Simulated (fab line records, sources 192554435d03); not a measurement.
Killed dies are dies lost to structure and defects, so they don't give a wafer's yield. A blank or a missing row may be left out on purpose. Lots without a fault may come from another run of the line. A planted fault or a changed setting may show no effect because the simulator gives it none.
Which tool did it? | flow n5_finfet | 9 lots, 27 wafers sampled, at 5 steps of a route of 1938

WHAT THE GAUGES READ, wafer by wafer
N5_BEOL_M4_RC_MEAS_101. Usual: DIBL_N 36.3 mV/V, standard deviation 1.9; DIBL_P 36.0 mV/V, standard deviation 2.1; IOFF_N 0.16 nA/um, standard deviation 0.031; IOFF_P 0.21 nA/um, standard deviation 0.035; ION_N 675 uA/um, standard deviation 14; ION_P 464 uA/um, standard deviation 8.5; SS_N 71.5 mV/dec, standard deviation 0.6; SS_P 73.3 mV/dec, standard deviation 0.72; VT_N 250 mV, standard deviation 3.2; VT_P -250 mV, standard deviation 3.1.
lot  | measured     | on        | DIBL_N (mV/V)  | DIBL_P (mV/V)  | IOFF_N (nA/um) | IOFF_P (nA/um) | ION_N (uA/um) | ION_P (uA/um) | SS_N (mV/dec)  | SS_P (mV/dec)  | VT_N (mV)   | VT_P (mV)      | flag
L822 | day 8 05:31  | prober-02 | 33.9 36.2 35.7 | 34.2 36.9 35.3 | 0.12 0.16 0.14 | 0.18 0.23 0.21 | 658 668 656   | 458 462 454   | 71.0 71.5 70.8 | 72.4 73.3 72.4 | 252 250 252 | -251 -248 -249 |
L825 | day 8 18:02  | prober-02 | 36.8 35.1 34.9 | 36.4 34.4 34.6 | 0.15 0.13 0.13 | 0.20 0.18 0.18 | 654 664 668   | 452 455 459   | 72.1 70.7 71.4 | 73.0 72.6 73.1 | 254 253 253 | -254 -253 -253 |
L828 | day 9 15:16  | prober-02 | 39.5 39.9 36.4 | 38.3 38.0 35.1 | 0.19 0.22 0.16 | 0.27 0.27 0.22 | 675 672 677   | 465 460 470   | 72.0 72.6 70.3 | 73.3 73.2 72.6 | 249 247 251 | -247 -244 -247 |
L831 | day 9 22:16  | prober-01 | 35.1 34.2 34.3 | 35.4 34.7 32.9 | 0.14 0.13 0.11 | 0.20 0.19 0.15 | 681 668 656   | 474 459 449   | 71.3 71.3 71.3 | 72.9 73.1 72.6 | 250 254 259 | -250 -251 -254 |
L832 | day 13 07:37 | prober-01 | 38.0 39.8 36.5 | 36.9 38.6 34.7 | 0.18 0.22 0.15 | 0.25 0.28 0.21 | 688 686 667   | 464 470 458   | 71.5 72.1 71.7 | 73.6 74.4 72.7 | 248 247 251 | -250 -246 -250 |
L833 | day 14 14:58 | prober-01 | 36.0 35.6 36.2 | 36.1 35.3 35.1 | 0.17 0.16 0.17 | 0.25 0.23 0.22 | 686 681 678   | 473 468 467   | 71.2 71.7 71.7 | 72.8 72.9 73.2 | 246 247 247 | -243 -249 -248 |
L836 | day 13 14:40 | prober-01 | 33.1 37.4 33.9 | 32.6 37.9 34.1 | 0.11 0.17 0.12 | 0.14 0.21 0.15 | 665 680 664   | 450 470 453   | 69.9 71.8 70.9 | 72.3 73.6 72.7 | 255 253 254 | -255 -252 -255 |
L843 | day 14 12:35 | prober-02 | 35.8 34.3 36.3 | 36.4 34.6 36.0 | 0.15 0.13 0.15 | 0.23 0.19 0.21 | 676 673 676   | 469 465 465   | 72.4 71.7 72.0 | 73.1 72.1 72.5 | 251 253 251 | -249 -250 -249 |
L844 | day 15 04:40 | prober-01 | 36.2 36.5 36.9 | 36.7 36.7 37.3 | 0.15 0.15 0.16 | 0.21 0.21 0.21 | 668 668 665   | 460 458 457   | 71.1 70.7 71.4 | 73.1 73.2 74.1 | 250 251 251 | -249 -248 -250 |

WHICH TOOL RAN EACH LOT (tool, then ch and the chambers of the sampled wafers, then the start)
lot  | N5_FIN_SAQP_RECESS_63             | N5_FIN_SAQP_SPACER2_ALD_28       | N5_FIN_CUT_ETCH_21                | N5_FIN_CUT_PRECLEAN_35
L822 | vapor_etch-01 ch 0,1, day 2 09:18 | ald_sin-04 ch 1,2, day 2 11:32   | rie_diel-01 ch 1,3, day 2 13:29   | vapor_etch-01 ch 0,1, day 2 13:57
L825 | vapor_etch-02 ch 0,1, day 2 23:55 | ald_sin-02 ch 2,3, day 3 00:40   | rie_diel-06 ch 0,1,2, day 3 02:25 | vapor_etch-02 ch 0,1, day 3 02:53
L828 | vapor_etch-01 ch 0,1, day 3 19:13 | ald_sin-04 ch 1,2, day 3 20:21   | rie_diel-06 ch 0,1,3, day 3 22:05 | vapor_etch-02 ch 0,1, day 3 22:38
L831 | vapor_etch-02 ch 0,1, day 4 12:45 | ald_sin-04 ch 0,1,3, day 4 13:31 | rie_diel-01 ch 1,2,3, day 4 15:08 | vapor_etch-02 ch 0,1, day 4 15:36
L832 | vapor_etch-01 ch 0,1, day 4 19:44 | ald_sin-02 ch 0,1,3, day 4 22:30 | rie_diel-06 ch 0,1, day 5 00:07   | vapor_etch-02 ch 0, day 5 00:40
L833 | vapor_etch-01 ch 0,1, day 5 04:41 | ald_sin-02 ch 0,1,3, day 5 05:26 | rie_diel-01 ch 1,2, day 5 07:04   | vapor_etch-01 ch 0,1, day 5 07:32
L836 | vapor_etch-02 ch 0,1, day 5 18:24 | ald_sin-04 ch 0,3, day 5 19:20   | rie_diel-01 ch 0,1, day 5 21:17   | vapor_etch-02 ch 0,1, day 5 21:46
L843 | vapor_etch-01 ch 0,1, day 7 12:17 | ald_sin-04 ch 0,1, day 7 13:28   | rie_diel-06 ch 0,1,3, day 7 15:40 | vapor_etch-01 ch 0,1, day 7 16:08
L844 | vapor_etch-02 ch 0, day 7 23:27   | ald_sin-04 ch 0,2,3, day 8 00:41 | rie_diel-05 ch 1,3, day 8 02:26   | vapor_etch-02 ch 0,1, day 8 02:53
- N5_FIN_SAQP_RECESS_63: chemistry HF/NH3, target SiO2, target depth 18 nm, afs cycles 3, sublimation time 60 s.
- N5_FIN_SAQP_SPACER2_ALD_28: deposits SiO2, target thk 8.1 nm, pulse time 1 s, purge time 2 s.
- N5_FIN_CUT_ETCH_21: etches SOC in N2/H2, target depth 219 nm, overetch 43.8 nm, time 523.5 s.
- N5_FIN_CUT_PRECLEAN_35: cleans in vHF, time 13.3 s.

WHAT THE TOOLS THEMSELVES READ (means of the sampled wafers that have a number; where no wafer has one, the mark that the record gives instead)
N5_FIN_SAQP_RECESS_63. Usual: drypump_motor_current_A 6.0 A, standard deviation 0.53; sublimation_temp_c 179.99 C, standard deviation 0.15.
lot  | tool          | drypump_motor_current_A (A) | sublimation_temp_c (C) | flag
L822 | vapor_etch-01 | 6.1                         | 180.05                 |
L825 | vapor_etch-02 | 5.6                         | 179.84                 |
L828 | vapor_etch-01 | 6.1                         | 180.00                 |
L831 | vapor_etch-02 | 6.1                         | 179.97                 |
L832 | vapor_etch-01 | 6.1                         | 179.88                 |
L833 | vapor_etch-01 | 6.1                         | 179.76                 |
L836 | vapor_etch-02 | 5.6                         | 180.05                 |
L843 | vapor_etch-01 | 6.1                         | 179.94                 |
L844 | vapor_etch-02 | 5.1                         | 179.95                 |

N5_FIN_SAQP_SPACER2_ALD_28. Usual: heater_power_w 475 W, standard deviation 41; precursor_pulse_height_rel 1.000, standard deviation 0.021; susceptor_temp_C 299.98 C, standard deviation 0.21.
lot  | tool       | heater_power_w (W) | precursor_pulse_height_rel | susceptor_temp_C (C) | flag
L822 | ald_sin-04 | 497                | 1.006                      | 299.92               |
L825 | ald_sin-02 | 434                | 1.004                      | 300.17               |
L828 | ald_sin-04 | 478                | 0.985                      | 300.11               |
L831 | ald_sin-04 | 466                | 1.017                      | 299.91               |
L832 | ald_sin-02 | 451                | 1.003                      | 300.01               |
L833 | ald_sin-02 | 455                | 0.994                      | 299.87               |
L836 | ald_sin-04 | 458                | 0.995                      | 299.94               |
L843 | ald_sin-04 | 444                | 1.004                      | 300.29               |
L844 | ald_sin-04 | 501                | 0.997                      | 300.09               |

N5_FIN_CUT_ETCH_21. Usual: bias_w 61.00 W, standard deviation 0.16; drypump_motor_current_A 5.8 A, standard deviation 0.72; oes_product_au 0.70 a.u., standard deviation 0.06; rf_vpp_V 240.8 V, standard deviation 1.4; showerhead_plenum_p_Torr 2.55 Torr, standard deviation 0.098; throttle_valve_pct 17.87 %, standard deviation 0.18.
lot  | tool        | bias_w (W) | drypump_motor_current_A (A) | oes_product_au (a.u.) | rf_vpp_V (V) | showerhead_plenum_p_Torr (Torr) | throttle_valve_pct (%) | flag
L822 | rie_diel-01 | 60.81      | 4.9                         | 0.67                  | 241.1        | 2.56                            | 17.91                  |
L825 | rie_diel-06 | 60.83      | 6.1                         | 0.72                  | 240.8        | 2.58                            | 17.69                  |
L828 | rie_diel-06 | 60.93      | 5.7                         | 0.73                  | 241.7        | 2.59                            | 17.71                  |
L831 | rie_diel-01 | 61.10      | 5.2                         | 0.68                  | 240.9        | 2.56                            | 17.88                  |
L832 | rie_diel-06 | 61.04      | 6.1                         | 0.75                  | 242.9        | 2.64                            | 17.57                  |
L833 | rie_diel-01 | 61.82      | 5.4                         | 0.70                  | 243.3        | 2.56                            | 17.82                  | OFF
L836 | rie_diel-01 | 62.90      | 5.1                         | 0.67                  | 245.6        | 2.63                            | 17.82                  | OFF
L843 | rie_diel-06 | 61.09      | 5.8                         | 0.71                  | 241.3        | 2.58                            | 17.77                  |
L844 | rie_diel-05 | 61.05      | 6.1                         | 0.74                  | 240.7        | 2.53                            | 17.89                  |

N5_FIN_CUT_PRECLEAN_35. Usual: drypump_motor_current_A 5.9 A, standard deviation 0.6.
lot  | tool          | drypump_motor_current_A (A) | flag
L822 | vapor_etch-01 | 6.1                         |
L825 | vapor_etch-02 | 5.6                         |
L828 | vapor_etch-02 | 6.1                         |
L831 | vapor_etch-02 | 6.1                         |
L832 | vapor_etch-02 | 5.1                         |
L833 | vapor_etch-01 | 6.1                         |
L836 | vapor_etch-02 | 5.6                         |
L843 | vapor_etch-01 | 6.1                         |
L844 | vapor_etch-02 | 5.6                         |

THE ANSWER, worked out from the rows above alone
Rule: a lot is off if the mean of its wafers that have a number lies more than 3 standard deviations from the usual mean. A lot without any number at a reading at which 4 lots or more have one is off too. The other lots that the step has rows for count as sound. The gauges are gone through in route order, then the tools' own readings, and for those a lot's mean is taken as printed above. The first step at which some lot is off is used, and at that step the reading that is off furthest; a lot without a number counts as furthest.
Off: L833, L836, at N5_FIN_CUT_ETCH_21 (bias_w).
A tool fits if, at that step or a process step before it, it ran every lot that is off, and no sound lot after the first of them. One fits: rie_diel-01 at N5_FIN_CUT_ETCH_21. Its last sound lot is L831 (day 4 15:08), its first lot that is off L833 (day 5 07:04): a fault that began between those two fits.
The tool's own readings at N5_FIN_CUT_ETCH_21 bear it out: on the lots that are off they differ by more than 5 times the standard deviation of the sound lots' means. bias_w reads 62.36 W there against 60.98 W on the sound lots.

WHAT THE SIMULATOR HAD PUT IN
Process parameter drift: rie_diel-01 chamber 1, from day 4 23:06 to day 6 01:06, at N5_FIN_CUT_ETCH_21. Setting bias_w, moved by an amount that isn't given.
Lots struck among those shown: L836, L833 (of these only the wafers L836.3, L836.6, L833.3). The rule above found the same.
